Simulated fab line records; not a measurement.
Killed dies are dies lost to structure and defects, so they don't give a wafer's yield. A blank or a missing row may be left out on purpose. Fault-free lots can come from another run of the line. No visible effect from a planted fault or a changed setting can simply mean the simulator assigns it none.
Matching of chambers / flow nand harc / 3 sister chambers for NHARC_P_M0_DEP_32 on pecvd-02
The step deposits SiCN, target thk 30 nm. 6 wafers are shown with their chamber, then 8 later ones without.

## WAFERS WITH THEIR CHAMBER
wafer=L082.3; chamber=1; heater power w (W)=708
wafer=L083.3; chamber=1; heater power w (W)=661
wafer=L083.4; chamber=0; heater power w (W)=604
wafer=L094.3; chamber=0; heater power w (W)=645
wafer=L094.6; chamber=2; heater power w (W)=606
wafer=L092.1; chamber=2; heater power w (W)=611

## WAFERS WHOSE CHAMBER IS MISSING
wafer=L092.2; heater power w (W)=672
wafer=L092.4; heater power w (W)=629
wafer=L093.3; heater power w (W)=537
wafer=L093.5; heater power w (W)=693
wafer=L093.6; heater power w (W)=644
wafer=L095.1; heater power w (W)=641
wafer=L095.2; heater power w (W)=696
wafer=L095.5; heater power w (W)=671

## EACH ONE'S CHAMBER
wafer=L092.2; from the rows above=can't be placed: 1 or 0 or 2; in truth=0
wafer=L092.4; from the rows above=can't be placed: 0 or 2 or 1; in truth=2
wafer=L093.3; from the rows above=can't be placed: 2 or 0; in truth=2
wafer=L093.5; from the rows above=1; in truth=1
wafer=L093.6; from the rows above=can't be placed: 0 or 2 or 1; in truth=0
wafer=L095.1; from the rows above=can't be placed: 0 or 2 or 1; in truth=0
wafer=L095.2; from the rows above=1; in truth=1
wafer=L095.5; from the rows above=can't be placed: 1 or 0 or 2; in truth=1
Correct placement for 2 of the 8. Unplaceable from these rows: 6, with the true chamber sitting among the candidates in 6. Placed wrongly: 0.
How it was worked out, from the rows above alone: a wafer's distance from a chamber is the root of the sum, over the readings, of the square of ((its reading less the chamber's mean) divided by the reading's scatter). If the next closest chamber is less than 2 further off than the closest, the wafer can't be placed; otherwise it belongs to the closest. For every chamber, the mean is computed from those of its wafers that are shown. The scatter is the square root of a quotient: the sum, over the shown wafers, of each reading's squared deviation from its chamber's mean, divided by wafers minus chambers.
